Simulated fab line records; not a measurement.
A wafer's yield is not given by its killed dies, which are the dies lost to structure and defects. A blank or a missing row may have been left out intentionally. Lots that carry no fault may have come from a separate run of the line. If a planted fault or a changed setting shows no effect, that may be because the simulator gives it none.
Which tool is to blame? :: flow n5_finfet :: Sampling: 14 lots, 42 wafers, 4 of 1938 route steps

## WHAT THE GAUGES READ, wafer by wafer
No reading from a measuring or inspecting step in the record can be judged against a usual standard deviation.

## WHAT TOOL EACH LOT RAN ON (gives the tool, then ch and the chambers of the sampled wafers, and finally the start)
lot: L661
N5_HKMG_FIN_STRIP_93: rie_diel-01 ch 0,2, day 4 10:34
N5_HKMG_FIN_ALD_79: ald_metal-03 ch 1,2, day 4 11:13
N5_HKMG_FIN_DEVELOP_11: litho_track-05 ch 0, day 4 13:12
N5_HKMG_FIN_ETCH_32: rie_diel-01 ch 0,3, day 4 13:26

lot: L662
N5_HKMG_FIN_STRIP_93: rie_diel-01 ch 1,2, day 4 14:58
N5_HKMG_FIN_ALD_79: ald_metal-01 ch 0,1,2, day 4 15:36
N5_HKMG_FIN_DEVELOP_11: litho_track-05 ch 0, day 4 17:20
N5_HKMG_FIN_ETCH_32: rie_diel-06 ch 0,2,3, day 4 17:35

lot: L663
N5_HKMG_FIN_STRIP_93: rie_diel-06 ch 0,1, day 4 22:38
N5_HKMG_FIN_ALD_79: ald_metal-03 ch 0,1,3, day 4 23:17
N5_HKMG_FIN_DEVELOP_11: litho_track-03 ch 0, day 5 01:08
N5_HKMG_FIN_ETCH_32: rie_diel-01 ch 1,2,3, day 5 01:22

lot: L664
N5_HKMG_FIN_STRIP_93: rie_diel-03 ch 0,1, day 5 04:58
N5_HKMG_FIN_ALD_79: ald_metal-01 ch 0,1,2, day 5 05:36
N5_HKMG_FIN_DEVELOP_11: litho_track-05 ch 0, day 5 07:28
N5_HKMG_FIN_ETCH_32: rie_diel-01 ch 0,1,2, day 5 07:42

lot: L665
N5_HKMG_FIN_STRIP_93: rie_diel-01 ch 0,1,3, day 5 10:32
N5_HKMG_FIN_ALD_79: ald_metal-03 ch 1,2,3, day 5 11:10
N5_HKMG_FIN_DEVELOP_11: litho_track-01 ch 0, day 5 13:08
N5_HKMG_FIN_ETCH_32: rie_diel-06 ch 0,1,3, day 5 13:22

lot: L668
N5_HKMG_FIN_STRIP_93: rie_diel-01 ch 1,3, day 6 03:08
N5_HKMG_FIN_ALD_79: ald_metal-03 ch 1,3, day 6 03:48
N5_HKMG_FIN_DEVELOP_11: litho_track-03 ch 0, day 6 05:32
N5_HKMG_FIN_ETCH_32: rie_diel-03 ch 1,3, day 6 06:11

lot: L670
N5_HKMG_FIN_STRIP_93: rie_diel-01 ch 0,1,2, day 6 14:40
N5_HKMG_FIN_ALD_79: ald_metal-02 ch 1,3, day 6 15:18
N5_HKMG_FIN_DEVELOP_11: litho_track-05 ch 0, day 6 17:17
N5_HKMG_FIN_ETCH_32: rie_diel-01 ch 0,3, day 6 17:31

lot: L673
N5_HKMG_FIN_STRIP_93: rie_diel-01 ch 2,3, day 7 08:13
N5_HKMG_FIN_ALD_79: ald_metal-03 ch 0,3, day 7 09:04
N5_HKMG_FIN_DEVELOP_11: litho_track-03 ch 0, day 7 11:29
N5_HKMG_FIN_ETCH_32: rie_diel-01 ch 0,1,3, day 7 11:43

lot: L675
N5_HKMG_FIN_STRIP_93: rie_diel-06 ch 0,1,2, day 8 00:05
N5_HKMG_FIN_ALD_79: ald_metal-02 ch 0,2,3, day 8 00:43
N5_HKMG_FIN_DEVELOP_11: litho_track-05, day 8 02:35
N5_HKMG_FIN_ETCH_32: rie_diel-03 ch 1,2,3, day 8 02:49

lot: L676
N5_HKMG_FIN_STRIP_93: rie_diel-03 ch 0,3, day 8 02:38
N5_HKMG_FIN_ALD_79: ald_metal-02 ch 2,3, day 8 03:16
N5_HKMG_FIN_DEVELOP_11: litho_track-03, day 8 05:01
N5_HKMG_FIN_ETCH_32: rie_diel-03 ch 0,1, day 8 05:16

lot: L677
N5_HKMG_FIN_STRIP_93: rie_diel-06 ch 1,2,3, day 8 10:19
N5_HKMG_FIN_ALD_79: ald_metal-01 ch 0,2,3, day 8 10:57
N5_HKMG_FIN_DEVELOP_11: litho_track-03 ch 0, day 8 12:48
N5_HKMG_FIN_ETCH_32: rie_diel-01 ch 2,3, day 8 13:10

lot: L680
N5_HKMG_FIN_STRIP_93: rie_diel-03 ch 0,2,3, day 9 01:16
N5_HKMG_FIN_ALD_79: ald_metal-03 ch 2,3, day 9 02:07
N5_HKMG_FIN_DEVELOP_11: litho_track-01 ch 0, day 9 04:04
N5_HKMG_FIN_ETCH_32: rie_diel-06 ch 0,1,3, day 9 04:19

lot: L681
N5_HKMG_FIN_STRIP_93: rie_diel-01 ch 0,2,3, day 9 06:41
N5_HKMG_FIN_ALD_79: ald_metal-02 ch 0,1,3, day 9 07:20
N5_HKMG_FIN_DEVELOP_11: litho_track-03 ch 0, day 9 09:04
N5_HKMG_FIN_ETCH_32: rie_diel-01 ch 1,2,3, day 9 09:18

lot: L683
N5_HKMG_FIN_STRIP_93: rie_diel-01 ch 0,3, day 9 17:43
N5_HKMG_FIN_ALD_79: ald_metal-03 ch 0,1,2, day 9 18:22
N5_HKMG_FIN_DEVELOP_11: litho_track-05 ch 0, day 9 20:13
N5_HKMG_FIN_ETCH_32: rie_diel-03 ch 0,1, day 9 20:27
- N5_HKMG_FIN_STRIP_93: strips SOC in N2/H2, time 20 s.
- N5_HKMG_FIN_ALD_79: deposits TiN, target thk 1.5 nm, pulse time 1 s, purge time 3 s.
- N5_HKMG_FIN_DEVELOP_11: develop time 30 s.
- N5_HKMG_FIN_ETCH_32: etches SOC in N2/H2, target depth 240 nm, time 300 s.

## WHAT THE TOOLS THEMSELVES READ (means of the sampled wafers that have a number; where no wafer has one, the mark that the record gives instead)
N5_HKMG_FIN_STRIP_93.
lot: L661
tool: rie_diel-01
drypump_motor_current_A (A): 5.8
h2_flow_sccm (sccm): 299.9
oes_product_au (a.u.): 0.73
rf_vpp_V (V): 54.9
showerhead_plenum_p_Torr (Torr): 3.38
throttle_valve_pct (%): 19.1

lot: L662
tool: rie_diel-01
drypump_motor_current_A (A): 5.7
h2_flow_sccm (sccm): 299.3
oes_product_au (a.u.): 0.80
rf_vpp_V (V): 54.0
showerhead_plenum_p_Torr (Torr): 3.36
throttle_valve_pct (%): 18.9

lot: L663
tool: rie_diel-06
drypump_motor_current_A (A): 5.5
h2_flow_sccm (sccm): 299.3
oes_product_au (a.u.): 0.85
rf_vpp_V (V): 55.0
showerhead_plenum_p_Torr (Torr): 3.55
throttle_valve_pct (%): 19.0

lot: L664
tool: rie_diel-03
drypump_motor_current_A (A): 5.9
h2_flow_sccm (sccm): 301.0
oes_product_au (a.u.): 0.76
rf_vpp_V (V): 54.3
showerhead_plenum_p_Torr (Torr): 3.39
throttle_valve_pct (%): 19.5

lot: L665
tool: rie_diel-01
drypump_motor_current_A (A): 6.2
h2_flow_sccm (sccm): 300.2
oes_product_au (a.u.): 0.78
rf_vpp_V (V): 54.2
showerhead_plenum_p_Torr (Torr): 3.40
throttle_valve_pct (%): 19.0

lot: L668
tool: rie_diel-01
drypump_motor_current_A (A): 6.1
h2_flow_sccm (sccm): 300.3
oes_product_au (a.u.): 0.84
rf_vpp_V (V): 54.6
showerhead_plenum_p_Torr (Torr): 3.38
throttle_valve_pct (%): 18.7

lot: L670
tool: rie_diel-01
drypump_motor_current_A (A): 6.2
h2_flow_sccm (sccm): 299.4
oes_product_au (a.u.): 0.76
rf_vpp_V (V): 54.2
showerhead_plenum_p_Torr (Torr): 3.40
throttle_valve_pct (%): 18.8

lot: L673
tool: rie_diel-01
drypump_motor_current_A (A): 5.4
h2_flow_sccm (sccm): 299.8
oes_product_au (a.u.): 0.72
rf_vpp_V (V): 54.5
showerhead_plenum_p_Torr (Torr): 3.33
throttle_valve_pct (%): 19.5

lot: L675
tool: rie_diel-06
drypump_motor_current_A (A): 5.6
h2_flow_sccm (sccm): 300.0
oes_product_au (a.u.): 0.80
rf_vpp_V (V): 54.3
showerhead_plenum_p_Torr (Torr): 3.51
throttle_valve_pct (%): 19.3

lot: L676
tool: rie_diel-03
drypump_motor_current_A (A): 5.8
h2_flow_sccm (sccm): 299.5
oes_product_au (a.u.): 0.99
rf_vpp_V (V): 53.8
showerhead_plenum_p_Torr (Torr): 3.34
throttle_valve_pct (%): 19.1

lot: L677
tool: rie_diel-06
drypump_motor_current_A (A): 5.8
h2_flow_sccm (sccm): 299.7
oes_product_au (a.u.): 0.78
rf_vpp_V (V): 54.6
showerhead_plenum_p_Torr (Torr): 3.46
throttle_valve_pct (%): 19.4

lot: L680
tool: rie_diel-03
drypump_motor_current_A (A): 5.7
h2_flow_sccm (sccm): 300.6
oes_product_au (a.u.): 0.92
rf_vpp_V (V): 54.2
showerhead_plenum_p_Torr (Torr): 3.38
throttle_valve_pct (%): 19.1

lot: L681
tool: rie_diel-01
drypump_motor_current_A (A): 5.9
h2_flow_sccm (sccm): 300.3
oes_product_au (a.u.): 0.78
rf_vpp_V (V): 54.0
showerhead_plenum_p_Torr (Torr): 3.36
throttle_valve_pct (%): 19.1

lot: L683
tool: rie_diel-01
drypump_motor_current_A (A): 5.9
h2_flow_sccm (sccm): 299.7
oes_product_au (a.u.): 0.78
rf_vpp_V (V): 54.1
showerhead_plenum_p_Torr (Torr): 3.36
throttle_valve_pct (%): 19.3

N5_HKMG_FIN_ALD_79.
lot: L661
tool: ald_metal-03
heater_power_w (W): 938
precursor_pulse_height_rel: 0.997

lot: L662
tool: ald_metal-01
heater_power_w (W): 837
precursor_pulse_height_rel: 1.005

lot: L663
tool: ald_metal-03
heater_power_w (W): 911
precursor_pulse_height_rel: 1.028

lot: L664
tool: ald_metal-01
heater_power_w (W): 833
precursor_pulse_height_rel: 0.988

lot: L665
tool: ald_metal-03
heater_power_w (W): 870
precursor_pulse_height_rel: 1.007

lot: L668
tool: ald_metal-03
heater_power_w (W): 897
precursor_pulse_height_rel: 0.995

lot: L670
tool: ald_metal-02
heater_power_w (W): 811
precursor_pulse_height_rel: 1.021

lot: L673
tool: ald_metal-03
heater_power_w (W): 852
precursor_pulse_height_rel: 0.991

lot: L675
tool: ald_metal-02
heater_power_w (W): 868
precursor_pulse_height_rel: 1.012

lot: L676
tool: ald_metal-02
heater_power_w (W): 891
precursor_pulse_height_rel: 1.013

lot: L677
tool: ald_metal-01
heater_power_w (W): 835
precursor_pulse_height_rel: 0.990

lot: L680
tool: ald_metal-03
heater_power_w (W): 779
precursor_pulse_height_rel: 0.995

lot: L681
tool: ald_metal-02
heater_power_w (W): 829
precursor_pulse_height_rel: 1.010

lot: L683
tool: ald_metal-03
heater_power_w (W): 873
precursor_pulse_height_rel: 1.005

N5_HKMG_FIN_DEVELOP_11.
lot: L661
tool: litho_track-05
chill_plate_temp_C (C): 23.22

lot: L662
tool: litho_track-05
chill_plate_temp_C (C): 22.98

lot: L663
tool: litho_track-03
chill_plate_temp_C (C): 22.96

lot: L664
tool: litho_track-05
chill_plate_temp_C (C): 23.06

lot: L665
tool: litho_track-01
chill_plate_temp_C (C): 22.77

lot: L668
tool: litho_track-03
chill_plate_temp_C (C): 22.97

lot: L670
tool: litho_track-05
chill_plate_temp_C (C): 22.96

lot: L673
tool: litho_track-03
chill_plate_temp_C (C): 22.88

lot: L675
tool: litho_track-05
chill_plate_temp_C (C): -

lot: L676
tool: litho_track-03
chill_plate_temp_C (C): -

lot: L677
tool: litho_track-03
chill_plate_temp_C (C): 23.18

lot: L680
tool: litho_track-01
chill_plate_temp_C (C): 22.85

lot: L681
tool: litho_track-03
chill_plate_temp_C (C): 22.99

lot: L683
tool: litho_track-05
chill_plate_temp_C (C): 22.92

N5_HKMG_FIN_ETCH_32.
lot: L661
tool: rie_diel-01
drypump_motor_current_A (A): 6.3
h2_flow_sccm (sccm): 199.6
oes_product_au (a.u.): 0.72
rf_vpp_V (V): 525.0
showerhead_plenum_p_Torr (Torr): 2.60
throttle_valve_pct (%): 18.05

lot: L662
tool: rie_diel-06
drypump_motor_current_A (A): 5.5
h2_flow_sccm (sccm): 200.3
oes_product_au (a.u.): 0.77
rf_vpp_V (V): 526.1
showerhead_plenum_p_Torr (Torr): 2.62
throttle_valve_pct (%): 18.16

lot: L663
tool: rie_diel-01
drypump_motor_current_A (A): 5.8
h2_flow_sccm (sccm): 200.2
oes_product_au (a.u.): 0.79
rf_vpp_V (V): 524.2
showerhead_plenum_p_Torr (Torr): 2.54
throttle_valve_pct (%): 17.80

lot: L664
tool: rie_diel-01
drypump_motor_current_A (A): 6.1
h2_flow_sccm (sccm): 200.0
oes_product_au (a.u.): 0.79
rf_vpp_V (V): 525.3
showerhead_plenum_p_Torr (Torr): 2.58
throttle_valve_pct (%): 17.81

lot: L665
tool: rie_diel-06
drypump_motor_current_A (A): 5.6
h2_flow_sccm (sccm): 199.9
oes_product_au (a.u.): 0.85
rf_vpp_V (V): 526.1
showerhead_plenum_p_Torr (Torr): 2.65
throttle_valve_pct (%): 17.92

lot: L668
tool: rie_diel-03
drypump_motor_current_A (A): 5.8
h2_flow_sccm (sccm): 199.2
oes_product_au (a.u.): 0.79
rf_vpp_V (V): 522.4
showerhead_plenum_p_Torr (Torr): 2.50
throttle_valve_pct (%): 17.86

lot: L670
tool: rie_diel-01
drypump_motor_current_A (A): 6.3
h2_flow_sccm (sccm): 200.0
oes_product_au (a.u.): 0.70
rf_vpp_V (V): 524.9
showerhead_plenum_p_Torr (Torr): 2.59
throttle_valve_pct (%): 18.09

lot: L673
tool: rie_diel-01
drypump_motor_current_A (A): 6.2
h2_flow_sccm (sccm): 200.4
oes_product_au (a.u.): 0.76
rf_vpp_V (V): 525.2
showerhead_plenum_p_Torr (Torr): 2.57
throttle_valve_pct (%): 17.86

lot: L675
tool: rie_diel-03
drypump_motor_current_A (A): 5.7
h2_flow_sccm (sccm): 199.8
oes_product_au (a.u.): 0.92
rf_vpp_V (V): 523.3
showerhead_plenum_p_Torr (Torr): 2.52
throttle_valve_pct (%): 17.71

lot: L676
tool: rie_diel-03
drypump_motor_current_A (A): 5.9
h2_flow_sccm (sccm): 200.2
oes_product_au (a.u.): 0.91
rf_vpp_V (V): 524.6
showerhead_plenum_p_Torr (Torr): 2.55
throttle_valve_pct (%): 17.84

lot: L677
tool: rie_diel-01
drypump_motor_current_A (A): 5.4
h2_flow_sccm (sccm): 200.4
oes_product_au (a.u.): 0.70
rf_vpp_V (V): 523.4
showerhead_plenum_p_Torr (Torr): 2.51
throttle_valve_pct (%): 18.10

lot: L680
tool: rie_diel-06
drypump_motor_current_A (A): 5.6
h2_flow_sccm (sccm): 200.3
oes_product_au (a.u.): 0.81
rf_vpp_V (V): 526.7
showerhead_plenum_p_Torr (Torr): 2.63
throttle_valve_pct (%): 17.97

lot: L681
tool: rie_diel-01
drypump_motor_current_A (A): 5.7
h2_flow_sccm (sccm): 200.5
oes_product_au (a.u.): 0.75
rf_vpp_V (V): 523.3
showerhead_plenum_p_Torr (Torr): 2.53
throttle_valve_pct (%): 17.88

lot: L683
tool: rie_diel-03
drypump_motor_current_A (A): 6.0
h2_flow_sccm (sccm): 200.1
oes_product_au (a.u.): 0.87
rf_vpp_V (V): 523.4
showerhead_plenum_p_Torr (Torr): 2.51
throttle_valve_pct (%): 17.83

## THE ANSWER, worked out from the rows above alone
Rule: the usual values come from the lots themselves. The widest of any qualifying gaps counts: lots, ordered by their means at a reading, are off when they make up no more than a third of the lots, leave a main group of 4 or more, and stand apart from it by 3 or more times the standard deviation of that group's means. Not used: any main group whose means are identical at the precision the tables above print for the reading. A lot without any number at a reading at which 4 lots or more have one is off too. Any other lot the step has rows for is counted as sound. First the gauges in route order, then the tools' own readings, where a lot's mean is used as printed above. At the first step where some lot is off, the reading lying furthest off is the one used; lots without a number count as furthest.
Off, at N5_HKMG_FIN_DEVELOP_11 on chill_plate_temp_C: L675, L676. Without a number there: L675, L676. The main group has a mean of 22.98 C with a standard deviation of 0.12.
A tool fits if, at that step or a process step before it, it ran every lot that is off, and no sound lot after the first of them. Not one of the candidates tried fits.

## WHAT THE SIMULATOR PUT IN
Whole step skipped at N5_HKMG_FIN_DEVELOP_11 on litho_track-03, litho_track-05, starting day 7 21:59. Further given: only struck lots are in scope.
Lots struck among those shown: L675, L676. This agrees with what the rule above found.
